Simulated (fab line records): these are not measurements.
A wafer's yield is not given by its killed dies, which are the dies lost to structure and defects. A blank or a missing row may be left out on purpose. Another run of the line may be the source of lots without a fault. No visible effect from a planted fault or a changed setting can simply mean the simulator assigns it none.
The tool behind it: which one? | flow n5_finfet | 23 lots, 69 wafers sampled, at 4 steps of a route of 1938

## WHAT EACH GAUGE READ, for each wafer
N5_BEOL_M0_INSPECT_127: inspects for defects (darkfield).
lot  | measured     | on                | raw_defect_count
L074 | day 6 01:43  | defect_inspect-02 | 77 53 61
L075 | day 6 06:23  | defect_inspect-01 | 84 62 46
L076 | day 6 12:05  | defect_inspect-01 | 91 108 79
L077 | day 6 19:41  | defect_inspect-01 | 116 42 90
L078 | day 6 22:51  | defect_inspect-02 | 76 96 84
L079 | day 7 06:51  | defect_inspect-01 | 87 70 61
L080 | day 7 07:47  | defect_inspect-01 | 75 60 77
L081 | day 7 15:26  | defect_inspect-02 | 65 41 76
L082 | day 8 02:09  | defect_inspect-01 | 55 65 49
L083 | day 8 07:02  | defect_inspect-02 | 89 92 55
L084 | day 8 07:29  | defect_inspect-01 | 112 100 143
L085 | day 8 16:47  | defect_inspect-02 | 51 77 67
L086 | day 9 03:44  | defect_inspect-01 | 82 71 54
L087 | day 9 10:29  | defect_inspect-02 | 79 86 76
L088 | day 9 11:02  | defect_inspect-01 | 105 76 92
L089 | day 9 15:40  | defect_inspect-02 | 56 58 75
L090 | day 9 20:35  | defect_inspect-01 | 61 81 91
L092 | day 10 15:43 | defect_inspect-02 | 72 54 37
L093 | day 11 02:58 | defect_inspect-02 | 46 63 44
L094 | day 11 03:14 | defect_inspect-02 | 61 123 95
L095 | day 11 11:28 | defect_inspect-01 | 79 96 81
L096 | day 11 11:56 | defect_inspect-01 | 96 62 51
L097 | day 11 20:05 | defect_inspect-02 | 58 53 54

## WHICH TOOL RAN EACH LOT (tool, then ch and the chambers of the sampled wafers, then the start)
lot  | N5_BEOL_M0_HM_OPEN_105            | N5_BEOL_M0_STRIP_140               | N5_BEOL_M0_ANNEAL_119
L074 | rie_metal-02 ch 0,1, day 5 20:12  | rie_diel-02 ch 0,1,3, day 5 20:26  | rtp_anneal-02 ch 0, day 6 00:46
L075 | rie_metal-03 ch 0,1, day 5 23:43  | rie_diel-01 ch 1,2,3, day 5 23:54  | rtp_anneal-01 ch 0, day 6 05:28
L076 | rie_metal-01 ch 0,1, day 6 07:51  | rie_diel-03 ch 2,3, day 6 08:05    | rtp_anneal-01 ch 0, day 6 11:11
L077 | rie_metal-03 ch 0,1, day 6 14:36  | rie_diel-01 ch 0,2, day 6 14:47    | rtp_anneal-01 ch 0, day 6 18:50
L078 | rie_metal-01 ch 0,1, day 6 18:17  | rie_diel-01 ch 0,1,3, day 6 18:27  | rtp_anneal-01 ch 0, day 6 21:55
L079 | rie_metal-03 ch 0,1, day 7 01:52  | rie_diel-02 ch 0,1,2, day 7 02:07  | rtp_anneal-02 ch 0, day 7 06:01
L080 | rie_metal-02 ch 1, day 7 04:25    | rie_diel-02 ch 0,1,2, day 7 04:51  | rtp_anneal-02 ch 0, day 7 06:55
L081 | rie_metal-01 ch 0,1, day 7 11:25  | rie_diel-03 ch 1,2, day 7 11:32    | rtp_anneal-01 ch 0, day 7 14:41
L082 | rie_metal-03 ch 0,1, day 7 22:01  | rie_diel-03 ch 1,2, day 7 22:13    | rtp_anneal-01 ch 0, day 8 01:16
L083 | rie_metal-01 ch 0,1, day 8 03:19  | rie_diel-03 ch 1,3, day 8 03:32    | rtp_anneal-02 ch 0, day 8 06:13
L084 | rie_metal-03 ch 0,1, day 8 03:28  | rie_diel-01 ch 0,1,2, day 8 03:41  | rtp_anneal-02 ch 0, day 8 06:37
L085 | rie_metal-02 ch 0,1, day 8 11:40  | rie_diel-03 ch 0,2, day 8 11:51    | rtp_anneal-01 ch 0, day 8 15:54
L086 | rie_metal-03 ch 0, day 8 23:49    | rie_diel-01 ch 1,2,3, day 9 00:08  | rtp_anneal-01 ch 0, day 9 02:44
L087 | rie_metal-02 ch 0,1, day 9 06:44  | rie_diel-02 ch 0,2,3, day 9 06:54  | rtp_anneal-02 ch 0, day 9 09:40
L088 | rie_metal-03 ch 0, day 9 07:05    | rie_diel-02 ch 1,3, day 9 07:24    | rtp_anneal-02 ch 0, day 9 10:09
L089 | rie_metal-01 ch 0,1, day 9 10:26  | rie_diel-02 ch 1,3, day 9 10:37    | rtp_anneal-01 ch 0, day 9 14:42
L090 | rie_metal-02 ch 0,1, day 9 15:04  | rie_diel-02 ch 0,1,3, day 9 15:15  | rtp_anneal-01 ch 0, day 9 19:42
L092 | rie_metal-02 ch 0,1, day 10 09:01 | rie_diel-03 ch 2,3, day 10 09:11   | rtp_anneal-02 ch 0, day 10 14:34
L093 | rie_metal-01 ch 0, day 10 23:09   | rie_diel-03 ch 0,2, day 10 23:19   | rtp_anneal-01 ch 0, day 11 02:07
L094 | rie_metal-03 ch 0,1, day 10 23:14 | rie_diel-02 ch 0,1,2, day 10 23:31 | rtp_anneal-01 ch 0, day 11 02:23
L095 | rie_metal-01 ch 0,1, day 11 07:34 | rie_diel-01 ch 0,2, day 11 07:51   | rtp_anneal-02 ch 0, day 11 10:41
L096 | rie_metal-03 ch 0,1, day 11 08:12 | rie_diel-02 ch 0,1, day 11 08:26   | rtp_anneal-02 ch 0, day 11 11:02
L097 | rie_metal-02 ch 0,1, day 11 15:44 | rie_diel-02 ch 0,1, day 11 16:01   | rtp_anneal-01 ch 0, day 11 19:20
- N5_BEOL_M0_HM_OPEN_105: chemistry Cl2/BCl3, target TiN, target depth 12 nm.
- N5_BEOL_M0_STRIP_140: strips in CF4.
- N5_BEOL_M0_ANNEAL_119: time 90 s.

## WHAT THE TOOLS THEMSELVES READ (means of the sampled wafers that have a number; where no wafer has one, the mark that the record gives instead)
N5_BEOL_M0_HM_OPEN_105.
lot  | tool         | drypump_motor_current_A (A) | oes_product_au (a.u.) | throttle_valve_pct (%)
L074 | rie_metal-02 | 5.9                         | 0.59                  | 21.93
L075 | rie_metal-03 | 5.7                         | 0.63                  | 22.06
L076 | rie_metal-01 | 5.8                         | 0.81                  | 21.77
L077 | rie_metal-03 | 5.7                         | 0.64                  | 22.10
L078 | rie_metal-01 | 5.9                         | 0.70                  | 21.69
L079 | rie_metal-03 | 5.7                         | 0.64                  | 22.08
L080 | rie_metal-02 | 6.3                         | 1.00                  | 21.77
L081 | rie_metal-01 | 6.0                         | 0.70                  | 21.71
L082 | rie_metal-03 | 5.7                         | 0.64                  | 22.09
L083 | rie_metal-01 | 6.0                         | 0.69                  | 21.71
L084 | rie_metal-03 | 5.7                         | 0.62                  | 22.07
L085 | rie_metal-02 | 5.6                         | 0.91                  | 21.75
L086 | rie_metal-03 | 5.6                         | 0.66                  | 22.11
L087 | rie_metal-02 | 5.9                         | 0.91                  | 21.77
L088 | rie_metal-03 | 5.6                         | 0.66                  | 22.11
L089 | rie_metal-01 | 5.9                         | 0.78                  | 21.79
L090 | rie_metal-02 | 5.9                         | 0.91                  | 21.77
L092 | rie_metal-02 | 5.9                         | 0.90                  | 21.77
L093 | rie_metal-01 | 6.1                         | 1.00                  | 21.46
L094 | rie_metal-03 | 5.7                         | 0.76                  | 22.02
L095 | rie_metal-01 | 5.9                         | 0.89                  | 21.74
L096 | rie_metal-03 | 5.7                         | 0.87                  | 21.92
L097 | rie_metal-02 | 5.6                         | 0.86                  | 21.79

N5_BEOL_M0_STRIP_140.
lot  | tool        | drypump_motor_current_A (A) | oes_product_au (a.u.) | power_w (W) | rf_vpp_V (V) | showerhead_plenum_p_Torr (Torr) | throttle_valve_pct (%)
L074 | rie_diel-02 | 5.8                         | 0.75                  | 299.9       | 269.8        | 1.74                            | 13.64
L075 | rie_diel-01 | 5.7                         | 0.78                  | 299.9       | 270.5        | 1.79                            | 13.51
L076 | rie_diel-03 | 5.9                         | 0.83                  | 299.9       | 271.5        | 1.83                            | 13.51
L077 | rie_diel-01 | 5.3                         | 0.83                  | 299.7       | 270.0        | 1.79                            | 13.40
L078 | rie_diel-01 | 5.9                         | 0.72                  | 299.9       | 272.9        | 1.83                            | 13.76
L079 | rie_diel-02 | 5.4                         | 0.77                  | 300.4       | 271.5        | 1.78                            | 13.74
L080 | rie_diel-02 | 5.4                         | 0.76                  | 299.4       | 270.4        | 1.78                            | 13.74
L081 | rie_diel-03 | 5.8                         | 0.74                  | 300.0       | 271.3        | 1.80                            | 13.66
L082 | rie_diel-03 | 6.0                         | 0.72                  | 300.3       | 270.7        | 1.78                            | 13.61
L083 | rie_diel-03 | 6.1                         | 0.74                  | 299.7       | 269.9        | 1.78                            | 13.51
L084 | rie_diel-01 | 5.7                         | 0.77                  | 299.4       | 272.0        | 1.79                            | 13.52
L085 | rie_diel-03 | 5.5                         | 0.70                  | 300.2       | 270.4        | 1.73                            | 13.77
L086 | rie_diel-01 | 5.7                         | 0.76                  | 299.8       | 271.8        | 1.78                            | 13.58
L087 | rie_diel-02 | 5.6                         | 0.79                  | 300.4       | 271.3        | 1.80                            | 13.58
L088 | rie_diel-02 | 6.2                         | 0.86                  | 301.1       | 271.6        | 1.83                            | 13.32
L089 | rie_diel-02 | 6.2                         | 0.85                  | 300.3       | 272.8        | 1.83                            | 13.30
L090 | rie_diel-02 | 5.8                         | 0.81                  | 300.5       | 271.8        | 1.80                            | 13.50
L092 | rie_diel-03 | 5.9                         | 0.78                  | 299.1       | 271.5        | 1.82                            | 13.60
L093 | rie_diel-03 | 5.6                         | 0.80                  | 300.8       | 272.0        | 1.84                            | 13.61
L094 | rie_diel-02 | 5.4                         | 0.81                  | 300.3       | 272.3        | 1.84                            | 13.62
L095 | rie_diel-01 | 5.6                         | 0.74                  | 299.8       | 271.8        | 1.83                            | 13.72
L096 | rie_diel-02 | 5.6                         | 0.83                  | 300.2       | 271.1        | 1.84                            | 13.54
L097 | rie_diel-02 | 5.3                         | 0.76                  | 299.7       | 269.5        | 1.77                            | 13.73

N5_BEOL_M0_ANNEAL_119.
lot  | tool          | wafer_temp_C_max
L074 | rtp_anneal-02 | 226.3
L075 | rtp_anneal-01 | 225.4
L076 | rtp_anneal-01 | 225.9
L077 | rtp_anneal-01 | 225.9
L078 | rtp_anneal-01 | 225.6
L079 | rtp_anneal-02 | 226.4
L080 | rtp_anneal-02 | 226.6
L081 | rtp_anneal-01 | 225.9
L082 | rtp_anneal-01 | 225.8
L083 | rtp_anneal-02 | 226.8
L084 | rtp_anneal-02 | 226.2
L085 | rtp_anneal-01 | 225.5
L086 | rtp_anneal-01 | 225.6
L087 | rtp_anneal-02 | 226.5
L088 | rtp_anneal-02 | 226.6
L089 | rtp_anneal-01 | 225.8
L090 | rtp_anneal-01 | 225.9
L092 | rtp_anneal-02 | 226.3
L093 | rtp_anneal-01 | 225.8
L094 | rtp_anneal-01 | 225.7
L095 | rtp_anneal-02 | 226.5
L096 | rtp_anneal-02 | 226.5
L097 | rtp_anneal-01 | 225.8

## THE ANSWER, worked out from the rows above alone
Rule: what is usual is taken from the lots themselves. The widest of any qualifying gaps counts: lots, ordered by their means at a reading, are off when they make up no more than a third of the lots, leave a main group of 4 or more, and stand apart from it by 3 or more times the standard deviation of that group's means. A main group is skipped when, at the precision printed for the reading in the tables above, its means are all equal. A lot without any number at a reading at which 4 lots or more have one is off too. Any other lot the step has rows for is counted as sound. After the gauges, taken in route order, come the tools' own readings; for these a lot's mean is taken, as printed above. The first step at which some lot is off is used, and at that step the reading that is off furthest; a lot without a number counts as furthest.
None of the lots is off at any reading shown; this tells nothing.

## WHAT HAD BEEN PUT IN BY THE SIMULATOR
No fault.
